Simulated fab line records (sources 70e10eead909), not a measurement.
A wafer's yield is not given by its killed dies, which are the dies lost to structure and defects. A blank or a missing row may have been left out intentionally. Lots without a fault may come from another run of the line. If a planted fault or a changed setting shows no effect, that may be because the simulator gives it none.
Which tool did it?    flow nand-harc    72 wafers from 24 lots sampled at 6 of the route's 1159 steps

== WHAT THE GAUGES SHOWED, per wafer ==
NHARC_A_BONDPAD_OVL_MEAS_35.
lot   measured      on          overlay-x-nm (nm)  overlay-y-nm (nm)
L075  day 18 00:22  overlay-02  -9 -9 -8           6 6 5
L076  day 18 03:34  overlay-01  3 3 4              1 1 1
L077  day 18 05:05  overlay-01  7 8 7              5 6 6
L074  day 18 09:55  overlay-02  8 8 8              1 1 0
L078  day 18 15:26  overlay-02  -3 -3 -3           1 1 1
L079  day 18 19:38  overlay-01  3 3 3              0 -1 -1
L080  day 19 12:50  overlay-01  -12 -12 -11        -7 -6 -6
L081  day 19 13:47  overlay-02  2 2 3              -3 -4 -3
L082  day 19 23:26  overlay-02  5 5 5              2 2 2
L083  day 20 00:14  overlay-01  6 7 6              4 4 4
L084  day 20 01:50  overlay-02  3 3 3              -4 -4 -3
L086  day 20 18:45  overlay-02  1 1 1              -2 -3 -3
L087  day 20 19:05  overlay-02  -4 -4 -3           -9 -8 -9
L085  day 21 04:20  overlay-01  -7 -7 -7           -2 -2 -2
L088  day 21 04:31  overlay-02  0 1 0              -5 -6 -6
L089  day 21 23:13  overlay-02  -2 -1 -1           1 1 1
L091  day 22 03:06  overlay-02  -7 -6 -6           0 0 0
L090  day 22 07:57  overlay-02  6 6 6              -8 -8 -8
L092  day 22 15:32  overlay-02  -7 -7 -6           3 3 2
L096  day 22 18:44  overlay-01  0 0 -1             0 0 0
L094  day 23 02:44  overlay-02  0 0 0              -7 -7 -7
L095  day 23 02:58  overlay-02  -3 -4 -4           -12 -11 -11
L093  day 23 10:08  overlay-02  8 8 8              2 2 3
L097  day 23 15:17  overlay-01  -1 -1 -1           15 16 15

NHARC_THIN_TSV_THK_MEAS_02: measures by ir.
lot   measured      on             thk-nm (nm)
L075  day 18 15:45  film-metro-02  3367 3322 3310
L076  day 18 20:11  film-metro-02  3355 3188 3308
L077  day 18 21:23  film-metro-01  2756 2625 2562
L074  day 19 01:41  film-metro-01  2709 2987 3295
L078  day 19 08:56  film-metro-02  2987 2986 3162
L079  day 19 07:44  film-metro-01  2621 2798 2624
L080  day 20 07:00  film-metro-01  3050 3386 2917
L081  day 20 05:47  film-metro-01  2592 2927 2845
L082  day 20 15:21  film-metro-01  3083 3257 3436
L083  day 20 14:08  film-metro-02  2913 2921 3133
L084  day 20 16:32  film-metro-01  2906 3396 3123
L086  day 21 08:56  film-metro-02  3015 2890 2680
L087  day 21 10:08  film-metro-01  2925 3068 2884
L085  day 22 01:45  film-metro-01  3134 3018 3090
L088  day 22 02:56  film-metro-01  2913 2841 3016
L089  day 22 13:44  film-metro-01  2705 2987 2875
L091  day 23 01:47  film-metro-01  3143 2908 3020
L090  day 23 00:35  film-metro-01  3155 3161 3319
L092  day 23 05:37  film-metro-02  2901 2752 3146
L096  day 23 06:49  film-metro-01  2711 3154 3215
L094  day 23 18:11  film-metro-01  3168 3355 3379
L095  day 23 16:59  film-metro-01  3221 2847 2588
L093  day 24 00:20  film-metro-02  2907 2563 2632
L097  day 24 08:23  film-metro-02  2525 2753 2703

== EACH LOT AND THE TOOL THAT RAN IT (in order: tool; ch and the chambers of the sampled wafers; start) ==
lot   NHARC_A_M1_ETCH_35                  NHARC_A_M1_PVD_21                        NHARC_A_BONDPAD_DESCUM_11           NHARC_HYBRID_BOND_ACTIVATE_00
L075  rie-diel-11 ch 0,3, day 17 19:50    pvd-sputter-02, day 18 00:22 or earlier  rie-diel-01 ch 1,2, day 18 00:32    rie-diel-06 ch 1,2, day 18 03:22
L076  rie-diel-11 ch 1,3, day 17 22:37    pvd-sputter-01, day 18 03:34 or earlier  rie-diel-08 ch 0,2, day 18 03:41    rie-diel-05 ch 0,3, day 18 06:23
L077  rie-diel-13 ch 0,1,3, day 18 00:18  pvd-sputter-02, day 18 05:05 or earlier  rie-diel-08 ch 1,3, day 18 05:13    rie-diel-05 ch 0,1,3, day 18 07:51
L074  rie-diel-09 ch 0,1,2, day 18 05:25  pvd-sputter-03, day 18 09:55 or earlier  rie-diel-02 ch 0,2, day 18 10:03    rie-diel-05 ch 0,1,3, day 18 12:43
L078  rie-diel-11 ch 0,1,3, day 18 10:46  pvd-sputter-03, day 18 15:26 or earlier  rie-diel-01 ch 0,1,2, day 18 15:34  rie-diel-05 ch 1,2,3, day 18 18:34
L079  rie-diel-11 ch 0,1, day 18 14:59    pvd-sputter-02, day 18 19:38 or earlier  rie-diel-08 ch 1,3, day 18 19:45    rie-diel-07 ch 0,1,2, day 18 22:31
L080  rie-diel-11 ch 2,3, day 19 07:59    pvd-sputter-03, day 19 12:50 or earlier  rie-diel-08 ch 0,2,3, day 19 12:58  rie-diel-06 ch 1,2,3, day 19 15:41
L081  rie-diel-13 ch 0,1, day 19 09:07    pvd-sputter-02, day 19 13:47 or earlier  rie-diel-02 ch 0,2,3, day 19 13:55  rie-diel-06 ch 0,2,3, day 19 16:33
L082  rie-diel-11 ch 0,3, day 19 18:48    pvd-sputter-02, day 19 23:26 or earlier  rie-diel-08 ch 0,1,3, day 19 23:33  rie-diel-05 ch 1,2,3, day 20 02:21
L083  rie-diel-09 ch 1,2,3, day 19 19:46  pvd-sputter-03, day 20 00:14 or earlier  rie-diel-01 ch 2,3, day 20 00:22    rie-diel-05 ch 0,3, day 20 03:05
L084  rie-diel-09 ch 0,2,3, day 19 21:16  pvd-sputter-01, day 20 01:50 or earlier  rie-diel-08 ch 0,1, day 20 01:58    rie-diel-05 ch 0,1,2, day 20 04:46
L086  rie-diel-11 ch 0,1,2, day 20 13:58  pvd-sputter-03, day 20 18:45 or earlier  rie-diel-08 ch 1,2,3, day 20 18:52  rie-diel-05 ch 0,2,3, day 20 21:31
L087  rie-diel-09 ch 1,2,3, day 20 14:11  pvd-sputter-02, day 20 19:05 or earlier  rie-diel-02 ch 0,1,3, day 20 19:12  rie-diel-05 ch 0,1,3, day 20 22:13
L085  rie-diel-09 ch 1,2,3, day 20 23:26  pvd-sputter-02, day 21 04:20 or earlier  rie-diel-01 ch 0,1,3, day 21 04:29  rie-diel-05 ch 0,2,3, day 21 07:12
L088  rie-diel-11 ch 1,2,3, day 20 23:51  pvd-sputter-01, day 21 04:31 or earlier  rie-diel-02 ch 0,1,2, day 21 04:38  rie-diel-05 ch 0,1,3, day 21 07:22
L089  rie-diel-13 ch 0,1, day 21 18:14    pvd-sputter-02, day 21 23:13 or earlier  rie-diel-02 ch 0,2, day 21 23:20    rie-diel-05 ch 0,2,3, day 22 02:20
L091  rie-diel-13 ch 0,2,3, day 21 22:44  pvd-sputter-02, day 22 03:06 or earlier  rie-diel-08 ch 0,1,2, day 22 03:14  rie-diel-06 ch 0,2,3, day 22 06:08
L090  rie-diel-13 ch 0,1,3, day 22 03:18  pvd-sputter-01, day 22 07:57 or earlier  rie-diel-01 ch 0,2,3, day 22 08:17  rie-diel-05 ch 0,1,3, day 22 10:59
L092  rie-diel-13 ch 1,2,3, day 22 10:47  pvd-sputter-03, day 22 15:32 or earlier  rie-diel-08 ch 1,2, day 22 15:40    rie-diel-07 ch 1,2,3, day 22 18:19
L096  rie-diel-11 ch 0,2,3, day 22 14:13  pvd-sputter-03, day 22 18:44 or earlier  rie-diel-08 ch 0,2,3, day 22 18:52  rie-diel-07 ch 0,1,2, day 22 21:35
L094  rie-diel-13 ch 0,1,3, day 22 22:12  pvd-sputter-01, day 23 02:44 or earlier  rie-diel-08 ch 1,2,3, day 23 02:52  rie-diel-05 ch 0,3, day 23 05:29
L095  rie-diel-11 ch 0,2,3, day 22 22:34  pvd-sputter-02, day 23 02:58 or earlier  rie-diel-08 ch 0,1,3, day 23 03:06  rie-diel-05 ch 0,1,3, day 23 05:49
L093  rie-diel-13 ch 1,2,3, day 23 05:02  pvd-sputter-02, day 23 10:08 or earlier  rie-diel-08 ch 1,2,3, day 23 10:15  rie-diel-05 ch 0,1, day 23 12:59
L097  rie-diel-11 ch 0,2,3, day 23 10:31  pvd-sputter-02, day 23 15:17 or earlier  rie-diel-08 ch 0,2,3, day 23 15:25  rie-diel-05 ch 0,1,2, day 23 18:06
- NHARC_A_M1_ETCH_35: etches the open film in N2/H2, target depth 40 nm, overetch 12 nm, time 43.94 s.
- NHARC_A_M1_PVD_21: deposits Cu, target thk 30 nm, time 20.49 s.
- NHARC_A_BONDPAD_DESCUM_11: chemistry O2, time 3 s.
- NHARC_HYBRID_BOND_ACTIVATE_00: chemistry N2, time 60 s.

== WHAT THE TOOLS THEMSELVES READ (means of the sampled wafers that have a number; where no wafer has one, the mark that the record gives instead) ==
NHARC_A_M1_ETCH_35.
lot   tool         chamber-pressure-mTorr (mTorr)  drypump-motor-current-A (A)  oes-product-au (a.u.)  rf-vpp-V (V)  showerhead-plenum-p-Torr (Torr)  throttle-valve-pct (%)
L075  rie-diel-11  30.000                          5.9                          1.008                  428.7         2.00                             14.174
L076  rie-diel-11  30.002                          6.1                          0.994                  427.6         1.92                             14.175
L077  rie-diel-13  30.001                          5.1                          1.001                  429.4         2.00                             14.176
L074  rie-diel-09  29.994                          5.8                          0.992                  432.5         2.13                             14.164
L078  rie-diel-11  29.995                          6.1                          1.000                  427.9         1.96                             14.160
L079  rie-diel-11  30.015                          6.1                          1.011                  429.6         2.00                             14.170
L080  rie-diel-11  29.987                          5.8                          1.010                  431.9         2.08                             14.175
L081  rie-diel-13  30.010                          4.8                          0.997                  428.4         1.97                             14.176
L082  rie-diel-11  29.992                          5.9                          1.008                  427.8         1.96                             14.173
L083  rie-diel-09  30.000                          5.5                          1.001                  431.9         2.09                             14.173
L084  rie-diel-09  29.999                          5.8                          1.001                  431.7         2.09                             14.170
L086  rie-diel-11  29.984                          6.1                          1.000                  430.9         2.04                             14.165
L087  rie-diel-09  29.991                          5.5                          1.001                  431.5         2.09                             14.176
L085  rie-diel-09  29.996                          5.5                          0.993                  432.5         2.09                             14.187
L088  rie-diel-11  29.990                          6.1                          1.008                  429.6         2.00                             14.167
L089  rie-diel-13  30.036                          4.8                          1.000                  428.8         1.97                             14.173
L091  rie-diel-13  29.996                          5.2                          0.999                  429.1         2.00                             14.166
L090  rie-diel-13  30.030                          5.1                          0.994                  429.4         2.00                             14.175
L092  rie-diel-13  30.009                          5.3                          0.995                  428.3         1.98                             14.172
L096  rie-diel-11  29.986                          5.8                          1.010                  429.9         2.04                             14.171
L094  rie-diel-13  29.975                          5.2                          0.997                  429.6         2.00                             14.171
L095  rie-diel-11  30.016                          5.8                          1.007                  430.6         2.04                             14.173
L093  rie-diel-13  30.011                          5.3                          0.999                  427.8         1.98                             14.167
L097  rie-diel-11  30.008                          5.8                          1.005                  430.7         2.04                             14.165

NHARC_A_M1_PVD_21.
lot   tool            cathode-dc-power-W (W)  throttle-valve-pct (%)
L075  pvd-sputter-02  5000.3                  29.1
L076  pvd-sputter-01  5000.5                  30.5
L077  pvd-sputter-02  4999.1                  30.9
L074  pvd-sputter-03  4999.9                  30.7
L078  pvd-sputter-03  4999.5                  30.8
L079  pvd-sputter-02  4999.6                  29.9
L080  pvd-sputter-03  4999.9                  30.8
L081  pvd-sputter-02  4999.7                  30.9
L082  pvd-sputter-02  5000.2                  30.8
L083  pvd-sputter-03  5000.3                  30.2
L084  pvd-sputter-01  5000.3                  30.6
L086  pvd-sputter-03  5000.7                  29.9
L087  pvd-sputter-02  5000.2                  31.1
L085  pvd-sputter-02  4999.6                  31.9
L088  pvd-sputter-01  5000.2                  30.5
L089  pvd-sputter-02  5000.8                  31.0
L091  pvd-sputter-02  5000.3                  30.8
L090  pvd-sputter-01  4999.5                  30.7
L092  pvd-sputter-03  4999.8                  29.9
L096  pvd-sputter-03  5000.3                  29.8
L094  pvd-sputter-01  4999.5                  31.2
L095  pvd-sputter-02  5000.8                  30.2
L093  pvd-sputter-02  4999.7                  31.2
L097  pvd-sputter-02  5000.3                  29.8

NHARC_A_BONDPAD_DESCUM_11.
lot   tool         chamber-pressure-mTorr (mTorr)  drypump-motor-current-A (A)  oes-product-au (a.u.)  rf-vpp-V (V)  showerhead-plenum-p-Torr (Torr)  throttle-valve-pct (%)
L075  rie-diel-01  59.99                           5.8                          0.997                  58.2          2.00                             11.320
L076  rie-diel-08  60.06                           6.3                          1.003                  58.6          1.98                             11.312
L077  rie-diel-08  60.01                           5.8                          0.997                  58.1          1.87                             11.312
L074  rie-diel-02  59.96                           5.4                          1.009                  57.3          1.98                             11.310
L078  rie-diel-01  59.95                           5.9                          1.005                  58.0          1.98                             11.310
L079  rie-diel-08  59.96                           5.7                          0.997                  58.1          1.95                             11.320
L080  rie-diel-08  60.00                           6.1                          1.000                  58.1          1.98                             11.308
L081  rie-diel-02  60.01                           5.7                          0.994                  57.7          1.94                             11.303
L082  rie-diel-08  60.04                           6.0                          1.003                  57.6          1.91                             11.309
L083  rie-diel-01  59.96                           5.7                          0.993                  57.5          1.92                             11.306
L084  rie-diel-08  60.03                           6.3                          0.993                  57.7          1.87                             11.319
L086  rie-diel-08  60.03                           5.9                          0.996                  57.2          1.94                             11.312
L087  rie-diel-02  59.99                           5.8                          1.002                  57.0          1.85                             11.303
L085  rie-diel-01  59.97                           5.9                          0.995                  58.0          1.90                             11.304
L088  rie-diel-02  60.02                           5.5                          1.001                  57.7          1.88                             11.307
L089  rie-diel-02  60.02                           5.4                          1.006                  57.6          1.97                             11.310
L091  rie-diel-08  60.02                           6.1                          0.992                  57.7          1.90                             11.310
L090  rie-diel-01  59.99                           5.8                          0.998                  58.0          2.00                             11.315
L092  rie-diel-08  60.03                           6.0                          0.995                  57.9          1.93                             11.310
L096  rie-diel-08  60.01                           6.1                          1.005                  57.7          1.98                             11.316
L094  rie-diel-08  60.01                           5.9                          0.996                  57.6          1.94                             11.311
L095  rie-diel-08  60.00                           6.0                          1.002                  56.8          1.91                             11.316
L093  rie-diel-08  60.02                           5.9                          1.005                  57.4          1.94                             11.315
L097  rie-diel-08  59.94                           6.1                          1.003                  58.1          1.98                             11.313

NHARC_HYBRID_BOND_ACTIVATE_00.
lot   tool         drypump-motor-current-A (A)  oes-product-au (a.u.)  rf-vpp-V (V)  showerhead-plenum-p-Torr (Torr)
L075  rie-diel-06  5.3                          1.012                  64.8          1.81
L076  rie-diel-05  5.4                          0.993                  63.8          1.73
L077  rie-diel-05  5.4                          0.993                  63.9          1.70
L074  rie-diel-05  5.4                          0.984                  63.7          1.70
L078  rie-diel-05  5.7                          0.995                  63.5          1.73
L079  rie-diel-07  5.6                          1.003                  64.6          1.80
L080  rie-diel-06  5.1                          0.994                  64.4          1.84
L081  rie-diel-06  5.0                          0.992                  64.4          1.87
L082  rie-diel-05  5.7                          1.003                  63.8          1.73
L083  rie-diel-05  5.4                          0.995                  63.3          1.72
L084  rie-diel-05  5.7                          0.996                  64.7          1.77
L086  rie-diel-05  5.7                          1.002                  64.4          1.75
L087  rie-diel-05  5.5                          0.997                  63.7          1.70
L085  rie-diel-05  5.7                          0.987                  64.2          1.75
L088  rie-diel-05  5.5                          0.991                  63.6          1.70
L089  rie-diel-05  5.7                          1.002                  64.0          1.75
L091  rie-diel-06  5.0                          1.002                  64.9          1.86
L090  rie-diel-05  5.4                          0.991                  63.7          1.69
L092  rie-diel-07  5.5                          0.997                  64.1          1.76
L096  rie-diel-07  5.6                          0.999                  65.4          1.79
L094  rie-diel-05  5.4                          1.003                  64.7          1.72
L095  rie-diel-05  5.5                          1.007                  63.9          1.69
L093  rie-diel-05  5.3                          0.999                  63.2          1.74
L097  rie-diel-05  5.6                          1.001                  64.7          1.77

== THE ANSWER, worked out from the rows above alone ==
Rule: what is usual is taken from the lots themselves. The widest of any qualifying gaps counts: lots, ordered by their means at a reading, are off when they make up no more than a third of the lots, leave a main group of 4 or more, and stand apart from it by 3 or more times the standard deviation of that group's means. A main group is skipped when, at the precision printed for the reading in the tables above, its means are all equal. A lot without any number at a reading at which 4 lots or more have one is off too. Any other lot the step has rows for is counted as sound. First the gauges in route order, then the tools' own readings, where a lot's mean is used as printed above. The first step at which some lot is off is used, and at that step the reading that is off furthest; a lot without a number counts as furthest.
Nothing can be told from this: no lot is off at any reading shown.

== WHAT THE SIMULATOR HAD INSERTED ==
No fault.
